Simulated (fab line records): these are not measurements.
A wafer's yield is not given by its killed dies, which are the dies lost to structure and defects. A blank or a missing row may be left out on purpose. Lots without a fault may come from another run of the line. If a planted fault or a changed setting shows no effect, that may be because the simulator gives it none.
A struck lot beside a sound one || flow n5Finfet || 38 steps out of a route of 1938
Sound: wafers L261.2, L261.3, L261.5. Struck: wafers L259.1, L259.6. (L259.3 of the same lot was not struck and is left out.) The cause comes at the end.
At each step with rows: each side's tool, then ch and its chambers, then its first start. Under that, the readings that differ: sound wafers || struck wafers || difference of the means || sigmas: that difference in standard deviations of wafers without a fault.
alike: a reading whose means differ by less than 2 such deviations, as well as words and numbers matching on both sides. not compared: withheld readings; readings where some wafer has no value; bounds like >300 that might hide an equal value; numbers whose values overlap and for which the record gives no deviation.
Wherever a step has rows on one side only, a row that says differs or no value, or a row with sigmas, the two part there. Numbers that don't overlap but have no deviation are shown without sigmas and don't part them. A reading that every wafer of one side lacks parts them only if that side has two wafers or more.

first, 8 steps without rows for these wafers: N5_BEOL_M1_ECD_50 (material Cu, target thk 300 nm); N5_BEOL_M1_ANNEAL_51 (time 90 s); N5_BEOL_M1_CMP_52 (polishes, stops on SiOC, t overpolish 6.8 s, target thk 40 nm); N5_BEOL_M1_PRE_CLEAN_60 (time 15 s); N5_BEOL_M1_CO_CAP_55 (material Co, precursor CCTBA/H2, target thk 2 nm, time 102.1 s); N5_BEOL_M1_PRE_CLEAN_56 (time 15 s); N5_BEOL_M1_DEP_57 (deposits SiCN from 3MS/NH3, target thk 8 nm, time 14 s); N5_BEOL_M2_ILD_DEP_00 (deposits SiOC from DEMS/O2, target thk 79 nm, time 15.3 s).
N5_BEOL_M2_PECVD_72: deposits SiO2 from TEOS/O2, target thk 16 nm, time 18 s.
  sound on pecvd-02 ch 0,1,2, day 11 03:05; struck on pecvd-03 ch 0, day 10 17:35
  alike: heaterPowerW, showerheadPlenumPTorr, susceptorTempC, throttleValvePct
  not compared: sinceWetCleanH
then, 10 steps without rows for these wafers: N5_BEOL_M2_HM_DEP_02 (deposits TiN, target thk 20 nm); N5_BEOL_M2_COAT_61 (time 60 s, resist thk 60 nm); N5_BEOL_M2_COAT_62 (time 60 s, resist thk 12 nm); N5_BEOL_M2_COAT_73 (time 60 s, resist thk 5 nm); N5_BEOL_M2_COAT_05 (resist thk 30 nm); N5_BEOL_M2_EBR_07; N5_BEOL_M2_SOFTBAKE_06 (time 60 s); N5_BEOL_M2_EXPOSE_08 (exposes mask M2); N5_BEOL_M2_PEB_09 (peb time 60 s); N5_BEOL_M2_DEVELOP_10 (develop time 30 s).
N5_BEOL_M2_INSPECT_13: inspects for defects (brightfield).
  sound: defectInspect-01 at day 11 05:23; struck: defectInspect-01 at day 10 19:11
{"reading": "rawDefectCount", "sound": "338 418 404", "struck": "1112 871", "difference": "+605", "sigmas": "+7"}
then, 15 steps without rows for these wafers: N5_BEOL_M2_DESCUM_16 (chemistry O2, time 7 s); N5_BEOL_M2_ETCH_74 (etches underlayer in N2/H2, target depth 6.5 nm, time 5.2 s); N5_BEOL_M2_ETCH_63 (etches SiARC in CF4, target depth 15.6 nm, time 26 s); N5_BEOL_M2_ETCH_64 (etches SOC in N2/H2, target depth 75 nm, overetch 22.5 nm, time 121.9 s); N5_BEOL_M2_STRIP_65 (strips in N2/H2); N5_BEOL_M2_STRIP_75 (strips in N2/H2); N5_BEOL_M2_STRIP_66 (strips in CF4); N5_BEOL_M2_HM_OPEN_17 (chemistry Cl2/BCl3, target TiN, target depth 20 nm, overetch 6 nm); N5_BEOL_M2_STRIP_19 (strips in O2); N5_BEOL_M2_COAT_67 (time 60 s, resist thk 60 nm); N5_BEOL_M2_COAT_68 (time 60 s, resist thk 12 nm); N5_BEOL_M2_COAT_76 (time 60 s, resist thk 5 nm); N5_BEOL_M2_COAT_22 (resist thk 30 nm); N5_BEOL_M2_EBR_24; N5_BEOL_M2_SOFTBAKE_23 (time 60 s).
N5_BEOL_M2_INSPECT_30: inspects for defects (brightfield).
  sound: defectInspect-01 at day 11 06:19; struck: defectInspect-02 at day 10 20:04
{"reading": "rawDefectCount", "sound": "323 459 417", "struck": "1201 950", "difference": "+676", "sigmas": "+6"}
N5_BEOL_M4_RC_MEAS_101:
  sound on prober-02 ch 0, day 12 17:54; struck on prober-02 ch 0, day 12 00:14
  alike: DIBL_N, DIBL_P, IOFF_N, IOFF_P, ION_N, ION_P, SS_N, SS_P, VT_N, VT_P
-- a jump in the record: the struck wafers' starts before and after are 4 days apart (it breaks off in module BEOL_M4 and resumes in module PASSIVATION, where the first step shown is number 1936 of the route) --
N5_PASSIVATION_PROBE_49:
  sound: prober-02 at day 17 08:05; struck: prober-01 at day 16 09:16
{"reading": "defectLimitedYield (%)", "sound": "88.9 88.9 89.8", "struck": "83.4 83.5", "difference": -5.8, "sigmas": -4}
{"reading": "killed_at_M0_to_M3", "sound": "36 50 39", "struck": "132 145", "difference": "+97", "sigmas": "+10"}
{"reading": "killedAtFrontEnd", "sound": "77 65 62", "struck": "47 29", "difference": -30, "sigmas": -2}
{"reading": "killedDies", "sound": "131 131 120", "struck": "196 195", "difference": "+68", "sigmas": "+4"}
{"reading": "killedOpen", "sound": "92 91 81", "struck": "59 51", "difference": -33, "sigmas": -3}
{"reading": "sort_bin_5_function (%)", "sound": "7.3 6.0 6.4", "struck": "9.7 11.2", "difference": "+3.9", "sigmas": "+4"}
{"reading": "sortNPass", "sound": "1049 1049 1060", "struck": "984 985", "difference": -68, "sigmas": -4}
{"reading": "sortYieldPct (%)", "sound": "88.9 88.9 89.8", "struck": "83.4 83.5", "difference": -5.8, "sigmas": -4}
  alike: killed_at_M4_up, killedAtContacts, killedAtOther, killedShort, sort_bin_6_memory

## WHERE THEY PART
Earliest at N5_BEOL_M2_INSPECT_13; latest, in this record, at N5_PASSIVATION_PROBE_49.

WHY: what the simulator had put in
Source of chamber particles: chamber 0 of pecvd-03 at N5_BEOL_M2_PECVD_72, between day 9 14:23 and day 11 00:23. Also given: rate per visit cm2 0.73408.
